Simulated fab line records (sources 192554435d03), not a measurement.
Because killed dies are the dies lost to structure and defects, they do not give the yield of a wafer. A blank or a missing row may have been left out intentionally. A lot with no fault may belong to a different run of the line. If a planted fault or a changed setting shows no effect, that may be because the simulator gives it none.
Lot-split experiment :: flow n5_finfet :: 39 wafers read from 7 lots, route of 1938 steps

== THE SPLIT ==
At N5_BEOL_M8_DEP_56 (deposits SiCN from 3MS/NH3, target thk 10 nm, time 17.5 s), the setting time_s was moved away from the recipe's 17.5 s on 12 of the 39 wafers read, by -51.8% to +52.5%. This setting was run at the recipe's value on the other wafers.

Reading taken at the split's own step.

== THE READING ==
SiCN_of_BEOL_M8_DEP_56.thk_nm (the simulator's own value, which no gauge read), in nm, at N5_BEOL_M8_DEP_56 (deposits SiCN from 3MS/NH3, target thk 10 nm, time 17.5 s). The file gives no usual value for it. The 27 wafers here that ran the recipe average 9.9 nm, standard deviation 0.27 nm.

wafer: L075.1
tool, chamber at the split: pecvd-03, 0
time_s as run, s: 17.5
against the recipe: recipe
SiCN_of_BEOL_M8_DEP_56.thk_nm, nm: 9.6
against lot-mates on the recipe: -

wafer: L075.4
tool, chamber at the split: pecvd-03, 0,1
time_s as run, s: 17.5
against the recipe: recipe
SiCN_of_BEOL_M8_DEP_56.thk_nm, nm: 9.8
against lot-mates on the recipe: -

wafer: L075.5
tool, chamber at the split: pecvd-03, 0,1
time_s as run, s: 17.5
against the recipe: recipe
SiCN_of_BEOL_M8_DEP_56.thk_nm, nm: 9.8
against lot-mates on the recipe: -

wafer: L078.1
tool, chamber at the split: pecvd-03, 0
time_s as run, s: 17.5
against the recipe: recipe
SiCN_of_BEOL_M8_DEP_56.thk_nm, nm: 9.8
against lot-mates on the recipe: -

wafer: L078.6
tool, chamber at the split: pecvd-03, 0
time_s as run, s: 17.5
against the recipe: recipe
SiCN_of_BEOL_M8_DEP_56.thk_nm, nm: 9.8
against lot-mates on the recipe: -

wafer: L078.2
tool, chamber at the split: pecvd-03, 1,0,1
time_s as run, s: 17.5
against the recipe: recipe
SiCN_of_BEOL_M8_DEP_56.thk_nm, nm: 10
against lot-mates on the recipe: -

wafer: L078.4
tool, chamber at the split: pecvd-03, 1,0,1
time_s as run, s: 17.5
against the recipe: recipe
SiCN_of_BEOL_M8_DEP_56.thk_nm, nm: 10
against lot-mates on the recipe: -

wafer: L078.5
tool, chamber at the split: pecvd-03, 1,0,1
time_s as run, s: 17.5
against the recipe: recipe
SiCN_of_BEOL_M8_DEP_56.thk_nm, nm: 10
against lot-mates on the recipe: -

wafer: L078.3
tool, chamber at the split: pecvd-03, 1
time_s as run, s: 17.5
against the recipe: recipe
SiCN_of_BEOL_M8_DEP_56.thk_nm, nm: 10.2
against lot-mates on the recipe: -

wafer: L082.1
tool, chamber at the split: pecvd-01, 1,2
time_s as run, s: 17.5
against the recipe: recipe
SiCN_of_BEOL_M8_DEP_56.thk_nm, nm: 9.8
against lot-mates on the recipe: -

wafer: L082.2
tool, chamber at the split: pecvd-01, 1,2
time_s as run, s: 17.5
against the recipe: recipe
SiCN_of_BEOL_M8_DEP_56.thk_nm, nm: 9.8
against lot-mates on the recipe: -

wafer: L082.3
tool, chamber at the split: pecvd-01, 0
time_s as run, s: 17.5
against the recipe: recipe
SiCN_of_BEOL_M8_DEP_56.thk_nm, nm: 9.6
against lot-mates on the recipe: -

wafer: L082.4
tool, chamber at the split: pecvd-01, 0
time_s as run, s: 8.435
against the recipe: -51.8%
SiCN_of_BEOL_M8_DEP_56.thk_nm, nm: 4.6
against lot-mates on the recipe: -5.1

wafer: L082.5
tool, chamber at the split: pecvd-01, 2,1
time_s as run, s: 8.435
against the recipe: -51.8%
SiCN_of_BEOL_M8_DEP_56.thk_nm, nm: 4.8
against lot-mates on the recipe: -4.9

wafer: L082.6
tool, chamber at the split: pecvd-01, 2,1
time_s as run, s: 8.435
against the recipe: -51.8%
SiCN_of_BEOL_M8_DEP_56.thk_nm, nm: 4.8
against lot-mates on the recipe: -4.9

wafer: L087.1
tool, chamber at the split: pecvd-01, 2
time_s as run, s: 23.55
against the recipe: +34.6%
SiCN_of_BEOL_M8_DEP_56.thk_nm, nm: 13.2
against lot-mates on the recipe: +3.3

wafer: L087.2
tool, chamber at the split: pecvd-01, 0,1
time_s as run, s: 17.5
against the recipe: recipe
SiCN_of_BEOL_M8_DEP_56.thk_nm, nm: 9.8
against lot-mates on the recipe: -

wafer: L087.6
tool, chamber at the split: pecvd-01, 0,1
time_s as run, s: 17.5
against the recipe: recipe
SiCN_of_BEOL_M8_DEP_56.thk_nm, nm: 9.8
against lot-mates on the recipe: -

wafer: L087.3
tool, chamber at the split: pecvd-01, 1,2
time_s as run, s: 23.55
against the recipe: +34.6%
SiCN_of_BEOL_M8_DEP_56.thk_nm, nm: 13.4
against lot-mates on the recipe: +3.5

wafer: L087.5
tool, chamber at the split: pecvd-01, 1,2
time_s as run, s: 23.55
against the recipe: +34.6%
SiCN_of_BEOL_M8_DEP_56.thk_nm, nm: 13.4
against lot-mates on the recipe: +3.5

wafer: L087.4
tool, chamber at the split: pecvd-01, 0
time_s as run, s: 17.5
against the recipe: recipe
SiCN_of_BEOL_M8_DEP_56.thk_nm, nm: 10
against lot-mates on the recipe: -

wafer: L088.1
tool, chamber at the split: pecvd-01, 0,1
time_s as run, s: 17.5
against the recipe: recipe
SiCN_of_BEOL_M8_DEP_56.thk_nm, nm: 9.6
against lot-mates on the recipe: -

wafer: L088.2
tool, chamber at the split: pecvd-01, 0,1
time_s as run, s: 17.5
against the recipe: recipe
SiCN_of_BEOL_M8_DEP_56.thk_nm, nm: 9.6
against lot-mates on the recipe: -

wafer: L088.3
tool, chamber at the split: pecvd-01, 2
time_s as run, s: 26.69
against the recipe: +52.5%
SiCN_of_BEOL_M8_DEP_56.thk_nm, nm: 14.8
against lot-mates on the recipe: +5.1

wafer: L088.4
tool, chamber at the split: pecvd-01, 0
time_s as run, s: 17.5
against the recipe: recipe
SiCN_of_BEOL_M8_DEP_56.thk_nm, nm: 9.8
against lot-mates on the recipe: -

wafer: L088.5
tool, chamber at the split: pecvd-01, 2,1
time_s as run, s: 26.69
against the recipe: +52.5%
SiCN_of_BEOL_M8_DEP_56.thk_nm, nm: 15
against lot-mates on the recipe: +5.3

wafer: L088.6
tool, chamber at the split: pecvd-01, 2,1
time_s as run, s: 26.69
against the recipe: +52.5%
SiCN_of_BEOL_M8_DEP_56.thk_nm, nm: 15
against lot-mates on the recipe: +5.3

wafer: L097.1
tool, chamber at the split: pecvd-04, 1,2,0
time_s as run, s: 17.5
against the recipe: recipe
SiCN_of_BEOL_M8_DEP_56.thk_nm, nm: 10.2
against lot-mates on the recipe: -

wafer: L097.2
tool, chamber at the split: pecvd-04, 1,2,0
time_s as run, s: 17.5
against the recipe: recipe
SiCN_of_BEOL_M8_DEP_56.thk_nm, nm: 10.2
against lot-mates on the recipe: -

wafer: L097.3
tool, chamber at the split: pecvd-04, 1,2,0
time_s as run, s: 17.5
against the recipe: recipe
SiCN_of_BEOL_M8_DEP_56.thk_nm, nm: 10.2
against lot-mates on the recipe: -

wafer: L097.4
tool, chamber at the split: pecvd-04, 1,0
time_s as run, s: 17.5
against the recipe: recipe
SiCN_of_BEOL_M8_DEP_56.thk_nm, nm: 10.4
against lot-mates on the recipe: -

wafer: L097.6
tool, chamber at the split: pecvd-04, 1,0
time_s as run, s: 17.5
against the recipe: recipe
SiCN_of_BEOL_M8_DEP_56.thk_nm, nm: 10.4
against lot-mates on the recipe: -

wafer: L097.5
tool, chamber at the split: pecvd-04, 2
time_s as run, s: 17.5
against the recipe: recipe
SiCN_of_BEOL_M8_DEP_56.thk_nm, nm: 10.6
against lot-mates on the recipe: -

wafer: L095.1
tool, chamber at the split: pecvd-01, 1,0
time_s as run, s: 12.39
against the recipe: -29.2%
SiCN_of_BEOL_M8_DEP_56.thk_nm, nm: 7
against lot-mates on the recipe: -2.9

wafer: L095.2
tool, chamber at the split: pecvd-01, 1,0
time_s as run, s: 12.39
against the recipe: -29.2%
SiCN_of_BEOL_M8_DEP_56.thk_nm, nm: 7
against lot-mates on the recipe: -2.9

wafer: L095.3
tool, chamber at the split: pecvd-01, 2
time_s as run, s: 17.5
against the recipe: recipe
SiCN_of_BEOL_M8_DEP_56.thk_nm, nm: 9.6
against lot-mates on the recipe: -

wafer: L095.4
tool, chamber at the split: pecvd-01, 1
time_s as run, s: 12.39
against the recipe: -29.2%
SiCN_of_BEOL_M8_DEP_56.thk_nm, nm: 7.2
against lot-mates on the recipe: -2.7

wafer: L095.5
tool, chamber at the split: pecvd-01, 0
time_s as run, s: 17.5
against the recipe: recipe
SiCN_of_BEOL_M8_DEP_56.thk_nm, nm: 10
against lot-mates on the recipe: -

wafer: L095.6
tool, chamber at the split: pecvd-01, 2
time_s as run, s: 17.5
against the recipe: recipe
SiCN_of_BEOL_M8_DEP_56.thk_nm, nm: 10.2
against lot-mates on the recipe: -
Rows listing several chambers each stand for several wafers; the file does not say which wafer went through which chamber.

FIT RESULTS
A straight line over all 39 wafers: SiCN_of_BEOL_M8_DEP_56.thk_nm changes by +0.0979 nm for each +1% of time_s; r = +0.99; the points scatter about the line by 0.24 nm.
The same after taking each lot's own level away (the mean of its wafers on the recipe; 39 wafers): +0.0987 nm for each +1%; r = +1.00; scatter 0.14 nm.
Per that fit: largest time_s move, reading shift of 5.2 nm.
The lots' own levels span 9.67 to 10.33 nm, that is 2.5 times the standard deviation above.
The two slopes agree, so the slope changes little with the lot-to-lot level.
Check: with one of the wafers moved furthest among these (+52.5%) left out of the fit, the line predicts +5.21 nm for it against its lot-mates. Against them it came out at +5.13 nm.

== THE OTHER SPLITS THESE WAFERS WENT THROUGH ==
Other splits were also applied to these wafers ahead of the reading. Each is held against what the fit with the lots' levels taken away leaves over:
other split on the same wafers: N5_BEOL_M0_SAQP_PECVD_04 time_s
wafers away from the commonest value: 9
r with SiCN_of_BEOL_M8_DEP_56.thk_nm (lot level and that fit taken away): -0.05

other split on the same wafers: N5_BEOL_M3_ILD_DEP_00 target_thk_a
wafers away from the commonest value: 15
r with SiCN_of_BEOL_M8_DEP_56.thk_nm (lot level and that fit taken away): -0.23

other split on the same wafers: N5_BEOL_M6_PECVD_70 time_s
wafers away from the commonest value: 15
r with SiCN_of_BEOL_M8_DEP_56.thk_nm (lot level and that fit taken away): -0.14

== FILE'S OWN FIT ==
SiCN_of_BEOL_M8_DEP_56.thk_nm changes by +0.0987 nm for each +1% of time_s, r = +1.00.
